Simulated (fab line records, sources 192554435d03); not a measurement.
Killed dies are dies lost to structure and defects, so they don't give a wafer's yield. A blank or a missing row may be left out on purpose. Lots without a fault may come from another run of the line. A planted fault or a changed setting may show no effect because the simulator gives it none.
Which tool did it? | flow n5_finfet | 24 lots, 72 wafers sampled, at 1 step of a route of 1938

WHAT THE GAUGES READ, wafer by wafer
N5_BEOL_M8_INSPECT_13: inspects for defects (brightfield). Usual: raw_defect_count 418, standard deviation 100.
lot  | measured     | on                | raw_defect_count | flag
L076 | day 10 19:02 | defect_inspect-02 | 349 435 289      |
L074 | day 10 22:55 | defect_inspect-02 | 451 448 595      |
L075 | day 11 01:31 | defect_inspect-01 | 452 434 532      |
L077 | day 11 06:38 | defect_inspect-01 | 364 362 364      |
L078 | day 12 00:08 | defect_inspect-02 | 514 551 554      |
L080 | day 12 03:33 | defect_inspect-02 | 312 363 368      |
L079 | day 12 03:43 | defect_inspect-01 | 315 418 421      |
L081 | day 12 03:53 | defect_inspect-01 | 314 336 338      |
L082 | day 12 12:34 | defect_inspect-01 | 462 521 384      |
L083 | day 13 04:48 | defect_inspect-01 | 616 284 386      |
L084 | day 13 08:12 | defect_inspect-01 | 343 308 517      |
L086 | day 13 17:46 | defect_inspect-02 | 512 557 523      |
L087 | day 13 19:09 | defect_inspect-01 | 389 533 663      |
L085 | day 13 19:20 | defect_inspect-02 | 575 402 397      |
L089 | day 15 00:31 | defect_inspect-02 | 391 419 478      |
L091 | day 15 00:40 | defect_inspect-01 | 275 429 366      |
L090 | day 15 02:05 | defect_inspect-02 | 538 435 486      |
L088 | day 15 04:37 | defect_inspect-01 | 377 616 379      |
L092 | day 15 07:20 | defect_inspect-02 | 424 375 338      |
L094 | day 15 15:37 | defect_inspect-02 | 363 532 480      |
L093 | day 15 15:55 | defect_inspect-01 | 214 277 304      |
L095 | day 16 06:58 | defect_inspect-01 | 289 421 426      |
L096 | day 16 10:40 | defect_inspect-01 | 408 386 374      |
L097 | day 16 12:28 | defect_inspect-01 | 326 243 313      |

WHICH TOOL RAN EACH LOT (tool, then ch and the chambers of the sampled wafers, then the start)
The record holds no process step before these readings.

WHAT THE TOOLS THEMSELVES READ (means of the sampled wafers that have a number; where no wafer has one, the mark that the record gives instead)
The record holds no such reading with a usual standard deviation.

THE ANSWER, worked out from the rows above alone
Rule: a lot is off if the mean of its wafers that have a number lies more than 3 standard deviations from the usual mean. A lot without any number at a reading at which 4 lots or more have one is off too. The other lots that the step has rows for count as sound. The gauges are gone through in route order, then the tools' own readings, and for those a lot's mean is taken as printed above. The first step at which some lot is off is used, and at that step the reading that is off furthest; a lot without a number counts as furthest.
No lot is off at any reading shown: from this, nothing can be told.

WHAT THE SIMULATOR HAD PUT IN
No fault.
